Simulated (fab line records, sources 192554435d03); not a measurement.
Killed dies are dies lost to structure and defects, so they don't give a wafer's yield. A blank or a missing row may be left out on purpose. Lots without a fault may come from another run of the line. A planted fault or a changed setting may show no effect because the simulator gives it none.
A struck lot beside a sound one | flow n5_finfet | 37 steps out of a route of 1938
Sound: wafers L943.3, L943.5, L943.6. Struck: wafers L953.2, L953.4. (L953.6 of the same lot was not struck and is left out.) The cause comes at the end.
At each step with rows: each side's tool, then ch and its chambers, then its first start. Under that, the readings that differ: sound wafers | struck wafers | difference of the means | sigmas: that difference in standard deviations of wafers without a fault.
alike: readings whose means differ by less than 2 such deviations, and words and numbers that are the same on both sides. not compared: withheld readings, readings that some wafer has no value for, bounds like >300 that may hide the same value, and numbers for which the record gives no deviation and whose values overlap.
The two part at a step that has a row with sigmas, a row that says differs or no value, or rows on one side only. Numbers that don't overlap but have no deviation are shown without sigmas and don't part them. A reading that every wafer of one side lacks parts them only if that side has two wafers or more.

first, 9 steps without rows for these wafers: N5_PMOS_HMC_CHANNEL_EPI_EPI_26 (deposits Si from SiH4/H2, target thk 3.8 nm, time 22.7 s); N5_FIN_SAQP_PRECLEAN_42 (cleans in O3/DIW, time 60 s); N5_FIN_SAQP_PRECLEAN_00 (cleans in SC1, time 60 s); N5_FIN_SAQP_PRECLEAN_44 (cleans in SC2, time 45 s); N5_FIN_SAQP_SRD_01 (time 30 s); N5_FIN_SAQP_ALD_61 (deposits SiO2, target thk 4 nm, pulse time 1 s, purge time 2 s); N5_FIN_SAQP_DENSIFY_62 (time 60 s); N5_FIN_SAQP_HM_DEP_03 (deposits SiNx from SiH4/NH3/N2, target thk 38 nm, time 33.6 s); N5_FIN_SAQP_PECVD_47 (deposits a-Si from SiH4/He, target thk 45 nm, time 36.3 s).
N5_FIN_SAQP_PECVD_48: deposits SiNx from SiH4/NH3/N2, target thk 25 nm, time 22.1 s.
  sound on pecvd-04 ch 0,1,2, day 2 09:06; struck on pecvd-04 ch 0,1, day 4 23:04
  reading                                     | sound             | struck   | difference | sigmas
  model.SiNx_of_FIN_SAQP_PECVD_48.thk_nm (nm) | 25.28 25.21 25.46 | 30 30.51 | +5         |
  alike: heater_power_w, showerhead_plenum_p_Torr, throttle_valve_pct
then, 24 steps without rows for these wafers: N5_FIN_SAQP_PECVD_06 (deposits a-Si from SiH4/He, target thk 60 nm, time 48.1 s); N5_FIN_SAQP_HM_DEP_72 (deposits SiO2 from SiH4/N2O, target thk 12 nm, time 7.2 s); N5_FIN_SAQP_COAT_49 (time 60 s, resist thk 100 nm); N5_FIN_SAQP_COAT_50 (time 60 s, resist thk 35 nm); N5_FIN_SAQP_COAT_10 (resist thk 90 nm); N5_FIN_SAQP_EBR_12; N5_FIN_SAQP_SOFTBAKE_11 (time 60 s); N5_FIN_SAQP_EXPOSE_13 (exposes mask FIN CORE, target cd 35.6 nm); N5_FIN_SAQP_PEB_14 (peb time 60 s); N5_FIN_SAQP_DEVELOP_15 (develop time 30 s); N5_FIN_SAQP_DESCUM_21 (chemistry O2, time 7.9 s); N5_FIN_SAQP_ETCH_51 (etches SiARC in CF4, target depth 45.5 nm, time 75.8 s); N5_FIN_SAQP_ETCH_52 (etches SOC in N2/H2, target depth 100 nm, overetch 20 nm, time 150 s); N5_FIN_SAQP_STRIP_53 (strips in N2/H2); N5_FIN_SAQP_HM_OPEN_73 (chemistry CHF3/O2, target SiO2, stops on a-Si, target depth 12 nm, time 16.8 s); N5_FIN_SAQP_STRIP_74 (strips in CHF3/O2); N5_FIN_SAQP_MANDREL_ETCH_22 (etches a-Si in HBr/Cl2, stops on SiNx, target depth 60 nm, bt time 10 s, time 30 s); N5_FIN_SAQP_STRIP_55 (strips in N2/H2); N5_FIN_SAQP_STRIP_23 (strips in SPM, time 750 s); N5_FIN_SAQP_SRD_66 (time 30 s); N5_FIN_SAQP_RECESS_75 (chemistry HF/NH3, target SiO2, target depth 14.4 nm, afs cycles 3, sublimation time 60 s); N5_FIN_SAQP_SPACER1_ALD_24 (deposits SiO2, target thk 20.3 nm, pulse time 1 s, purge time 2 s); N5_FIN_SAQP_SPACER1_ETCHBACK_25 (etches SiO2 in CHF3/O2, target depth 24.4 nm, time 12.2 s); N5_FIN_SAQP_MANDREL1_REMOVE_56 (chemistry HBr/Cl2/O2, target a-Si, stops on SiNx, bt time 10 s).
N5_FIN_SAQP_ETCH_57: etches SiNx in CH3F/O2, target depth 32.5 nm, time 46.4 s.
  sound on rie_diel-04 ch 2,3, day 2 11:55; struck on rie_diel-01 ch 1,3, day 5 01:56
  reading                  | sound             | struck    | difference | sigmas
  etch_rf_on_time_s (s)    | 46.5 46.0 46.7    | 54.1 57.4 | +9.4       | +10
  model.etch.depth_nm (nm) | 25.15 25.21 25.34 | 30 30.51  | +5         |
  alike: CH3F_flow_sccm, chamber_pressure_mTorr, drypump_motor_current_A, oes_product_au, rf_vpp_V, showerhead_plenum_p_Torr, throttle_valve_pct
  not compared: rf_hours_counter_h
-- the record jumps here: 6 days lie between the struck wafers' starts before and after (it left off in module FIN_SAQP and takes up again in module BEOL_M4, whose first step shown is number 1111 of the route) --
N5_BEOL_M4_RC_MEAS_101:
  sound on prober-02 ch 0, day 8 18:21; struck on prober-01 ch 0, day 11 10:56
  alike: DIBL_N, DIBL_P, IOFF_N, IOFF_P, ION_N, ION_P, SS_N, SS_P, VT_N, VT_P
-- the record jumps here: 4 days lie between the struck wafers' starts before and after (it left off in module BEOL_M4 and takes up again in module PASSIVATION, whose first step shown is number 1936 of the route) --
N5_PASSIVATION_PROBE_49:
  sound on prober-02, day 13 04:45; struck on prober-01, day 15 21:07
  alike: defect_limited_yield, killed_at_M0_to_M3, killed_at_M4_up, killed_at_contacts, killed_at_front_end, killed_at_other, killed_dies, killed_open, killed_short, sort_bin_5_function, sort_bin_6_memory, sort_bin_8_speed, sort_n_pass, sort_yield_pct

WHERE THEY PART
Only at N5_FIN_SAQP_ETCH_57, within this record. Later steps at which nothing parts them and some readings are alike: N5_BEOL_M4_RC_MEAS_101, N5_PASSIVATION_PROBE_49.

WHY: what the simulator had put in
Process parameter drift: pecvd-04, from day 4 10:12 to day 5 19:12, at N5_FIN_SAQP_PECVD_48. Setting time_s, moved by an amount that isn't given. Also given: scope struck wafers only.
